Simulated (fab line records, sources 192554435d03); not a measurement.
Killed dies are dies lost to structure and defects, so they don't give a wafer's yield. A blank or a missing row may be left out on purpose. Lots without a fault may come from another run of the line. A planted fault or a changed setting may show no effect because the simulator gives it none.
A struck lot beside a sound one | flow n5_finfet | 20 steps out of a route of 1938
Sound: wafers L611.2, L611.3, L611.6. Struck: wafer L621.3. (L621.1 of the same lot was not struck and is left out.) The cause comes at the end.
At each step with rows: each side's tool, then ch and its chambers, then its first start. Under that, the readings that differ: sound wafers | struck wafers | difference of the means | sigmas: that difference in standard deviations of wafers without a fault.
alike: readings whose means differ by less than 2 such deviations, and words and numbers that are the same on both sides. not compared: withheld readings, readings that some wafer has no value for, bounds like >300 that may hide the same value, and numbers for which the record gives no deviation and whose values overlap.
The two part at a step that has a row with sigmas, a row that says differs or no value, or rows on one side only. Numbers that don't overlap but have no deviation are shown without sigmas and don't part them. A reading that every wafer of one side lacks parts them only if that side has two wafers or more.

first, 6 steps without rows for these wafers: N5_BEOL_M4_COAT_05 (resist thk 30 nm); N5_BEOL_M4_EBR_07; N5_BEOL_M4_SOFTBAKE_06 (time 60 s); N5_BEOL_M4_EXPOSE_08 (exposes mask M4); N5_BEOL_M4_PEB_09 (peb time 60 s); N5_BEOL_M4_DEVELOP_10 (develop time 30 s).
N5_BEOL_M4_CD_MEAS_11: target cd 16.79 nm.
  sound on cd_sem-02 ch 0, day 9 09:16; struck on cd_sem-02 ch 0, day 11 22:02
  alike: cd_nm
N5_BEOL_M4_OVL_MEAS_12:
  sound on overlay-02 ch 0, day 9 09:18; struck on overlay-01 ch 0, day 11 22:04
  alike: M4_OVL
N5_BEOL_M4_INSPECT_13: inspects for defects (brightfield).
  sound on defect_inspect-02, day 9 09:21; struck on defect_inspect-01, day 11 22:07
  alike: raw_defect_count
N5_BEOL_M4_DESCUM_16: chemistry O2, time 7 s.
  sound on rie_diel-05 ch 0,1,3, day 9 09:23; struck on rie_diel-04 ch 3, day 11 22:15
  reading                         | sound          | struck | difference | sigmas
  drypump_motor_current_A (A)     | 5.6 6.1 6.0    | 4.9    | -1.0       | -2
  showerhead_plenum_p_Torr (Torr) | 2.19 2.18 2.17 | 2.00   | -0.18      | -3
  alike: oes_product_au, rf_vpp_V, throttle_valve_pct
  not compared: rf_hours_counter_h
N5_BEOL_M4_ETCH_74: etches underlayer in N2/H2, target depth 6.5 nm, time 5.2 s.
  sound on rie_diel-05 ch 0,1,3, day 9 09:25; struck on rie_diel-04 ch 3, day 11 22:17
  reading                         | sound             | struck | difference | sigmas
  rf_vpp_V (V)                    | 528.8 526.8 523.7 | 521.3  | -5.1       | -2
  showerhead_plenum_p_Torr (Torr) | 2.65 2.64 2.63    | 2.44   | -0.20      | -3
  alike: drypump_motor_current_A, etch_rf_on_time_s, oes_product_au, throttle_valve_pct
  not compared: rf_hours_counter_h
N5_BEOL_M4_ETCH_63: etches SiARC in CF4, target depth 15.6 nm, time 26 s.
  sound on rie_diel-05 ch 0,1,3, day 9 09:26; struck on rie_diel-04 ch 3, day 11 22:18
  reading                         | sound             | struck | difference | sigmas
  drypump_motor_current_A (A)     | 5.6 6.1 6.1       | 4.8    | -1.1       | -2
  rf_vpp_V (V)                    | 183.5 185.6 185.6 | 182.7  | -2.2       | -2
  showerhead_plenum_p_Torr (Torr) | 2.21 2.21 2.21    | 2.07   | -0.14      | -3
  alike: etch_rf_on_time_s, oes_product_au, throttle_valve_pct
  not compared: rf_hours_counter_h
N5_BEOL_M4_ETCH_64: etches SOC in N2/H2, target depth 75 nm, overetch 22.5 nm, time 121.9 s.
  sound on rie_diel-05 ch 0,1,3, day 9 09:28; struck on rie_diel-04 ch 3, day 11 22:20
  reading                                    | sound             | struck | difference | sigmas
  drypump_motor_current_A (A)                | 5.6 6.1 6.1       | 4.9    | -1.0       | -2
  rf_vpp_V (V)                               | 528.4 525.3 525.6 | 522.1  | -4.3       | -2
  showerhead_plenum_p_Torr (Torr)            | 2.65 2.64 2.63    | 2.44   | -0.20      | -3
  model.SiARC_of_BEOL_M4_COAT_62.thk_nm (nm) | 6.4 6.6 6.6       | 5      | -2         |
  model.BEOL_M4.cd_offset_nm (nm)            | 0 -0.2 -0.4       | 0.4    | +0.6       |
  alike: oes_product_au, throttle_valve_pct
  not compared: rf_hours_counter_h
then, 2 steps without rows for these wafers: N5_BEOL_M4_STRIP_65 (strips in N2/H2); N5_BEOL_M4_STRIP_75 (strips in N2/H2).
N5_BEOL_M4_STRIP_66: strips in CF4.
  sound on rie_diel-05 ch 0,1,3, day 9 09:36; struck on rie_diel-04 ch 3, day 11 22:28
  reading                         | sound             | struck | difference | sigmas
  rf_vpp_V (V)                    | 273.4 272.2 273.1 | 267.8  | -5.1       | -4
  showerhead_plenum_p_Torr (Torr) | 1.86 1.85 1.85    | 1.74   | -0.11      | -3
  alike: drypump_motor_current_A, oes_product_au, throttle_valve_pct
  not compared: rf_hours_counter_h
N5_BEOL_M4_HM_OPEN_17: chemistry Cl2/BCl3, target TiN, target depth 20 nm, overetch 6 nm.
  sound on rie_metal-03 ch 0,1, day 9 09:38; struck on rie_metal-03 ch 1, day 11 22:31
  reading                  | sound             | struck | difference | sigmas
  model.etch.depth_nm (nm) | 19.77 19.62 19.64 | 17.61  | -2.07      |
  alike: drypump_motor_current_A, oes_product_au, throttle_valve_pct
  not compared: rf_hours_counter_h
N5_BEOL_M4_STRIP_19: strips in O2.
  sound on rie_diel-05 ch 1,2, day 9 09:45; struck on rie_diel-01 ch 2, day 11 22:38
  reading                | sound             | struck | difference | sigmas
  oes_product_au (a.u.)  | 0.69 0.73 0.69    | 0.95   | +0.25      | +3
  throttle_valve_pct (%) | 16.88 16.57 16.85 | 16.10  | -0.67      | -3
  alike: drypump_motor_current_A, rf_vpp_V, showerhead_plenum_p_Torr
  not compared: rf_hours_counter_h
N5_BEOL_M4_RC_MEAS_101:
  sound on prober-02 ch 0, day 9 20:14; struck on prober-01 ch 0, day 12 15:35
  reading   | sound             | struck | difference | sigmas
  VT_N (mV) | 247.5 249.1 250.2 | 255.1  | +6.2       | +2
  alike: DIBL_N, DIBL_P, IOFF_N, IOFF_P, ION_N, ION_P, SS_N, SS_P, VT_P
-- the record jumps here: 4 days lie between the struck wafers' starts before and after (it left off in module BEOL_M4 and takes up again in module PASSIVATION, whose first step shown is number 1936 of the route) --
N5_PASSIVATION_PROBE_49:
  sound on prober-01, day 14 02:24; struck on prober-02, day 16 20:52
  reading                 | sound       | struck | difference | sigmas
  sort_bin_5_function (%) | 5.9 5.0 6.4 | 3.6    | -2.2       | -2
  alike: defect_limited_yield, killed_at_M0_to_M3, killed_at_M4_up, killed_at_contacts, killed_at_front_end, killed_at_other, killed_dies, killed_open, killed_short, sort_bin_6_memory, sort_bin_8_speed, sort_n_pass, sort_yield_pct

WHERE THEY PART
First at N5_BEOL_M4_DESCUM_16; last, within this record, at N5_PASSIVATION_PROBE_49.

WHY: what the simulator had put in
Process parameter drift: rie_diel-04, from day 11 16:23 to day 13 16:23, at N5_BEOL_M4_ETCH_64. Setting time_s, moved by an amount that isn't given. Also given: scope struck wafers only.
